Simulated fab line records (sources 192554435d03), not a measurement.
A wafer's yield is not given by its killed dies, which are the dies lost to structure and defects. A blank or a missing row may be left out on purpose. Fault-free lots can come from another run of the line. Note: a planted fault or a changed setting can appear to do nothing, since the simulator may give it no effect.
Which tool is to blame? ; flow n5_finfet ; at 1 step of a route of 1938, 15 lots with 45 wafers sampled

## WHAT EACH GAUGE READ, for each wafer
N5_BEOL_M2_OVL_MEAS_12. Usual: M2_OVL 0.3 nm, standard deviation 0.6.
lot;measured;on;M2_OVL (nm);flag
L631;day 6 11:45;overlay-01;0.0 0.5 0.3;
L633;day 6 18:58;overlay-01;0.9 0.9 0.6;
L634;day 7 05:20;overlay-02;0.0 0.1 0.4;
L635;day 7 11:24;overlay-02;1.2 0.5 0.2;
L637;day 8 06:59;overlay-02;0.8 0.1 0.3;
L638;day 8 11:08;overlay-01;-0.5 0.5 0.3;
L639;day 8 11:50;overlay-02;-0.6 0.7 -0.6;
L644;day 9 20:10;overlay-02;-0.1 1.1 0.5;
L645;day 9 23:27;overlay-02;0.9 1.3 1.3;
L646;day 10 05:40;overlay-02;0.8 -0.2 0.6;
L647;day 10 12:49;overlay-01;0.6 0.1 -0.1;
L648;day 10 20:21;overlay-01;-0.7 -0.5 0.9;
L649;day 11 02:42;overlay-01;0.7 1.0 -0.1;
L651;day 11 12:51;overlay-02;0.3 -0.5 -0.1;
L652;day 12 00:13;overlay-01;-0.3 -0.7 0.0;

## EACH LOT AND THE TOOL THAT RAN IT (in order: tool; ch and the chambers of the sampled wafers; start)
Before these readings, the record contains no process step.

## WHAT THE TOOLS THEMSELVES READ (means of the sampled wafers that have a number; where no wafer has one, the mark that the record gives instead)
The record holds no such reading with a usual standard deviation.

## THE ANSWER, worked out from the rows above alone
Rule: a lot counts as off when the mean over its wafers that have a number is more than 3 standard deviations away from the usual mean. Also off: a lot with no number at a reading for which 4 or more lots have one. The other lots that the step has rows for count as sound. After the gauges, taken in route order, come the tools' own readings; for these a lot's mean is taken, as printed above. At the first step where some lot is off, the reading lying furthest off is the one used; lots without a number count as furthest.
Across all readings shown, no lot is off: no conclusion can be drawn from this.

## WHAT THE SIMULATOR HAD PUT IN
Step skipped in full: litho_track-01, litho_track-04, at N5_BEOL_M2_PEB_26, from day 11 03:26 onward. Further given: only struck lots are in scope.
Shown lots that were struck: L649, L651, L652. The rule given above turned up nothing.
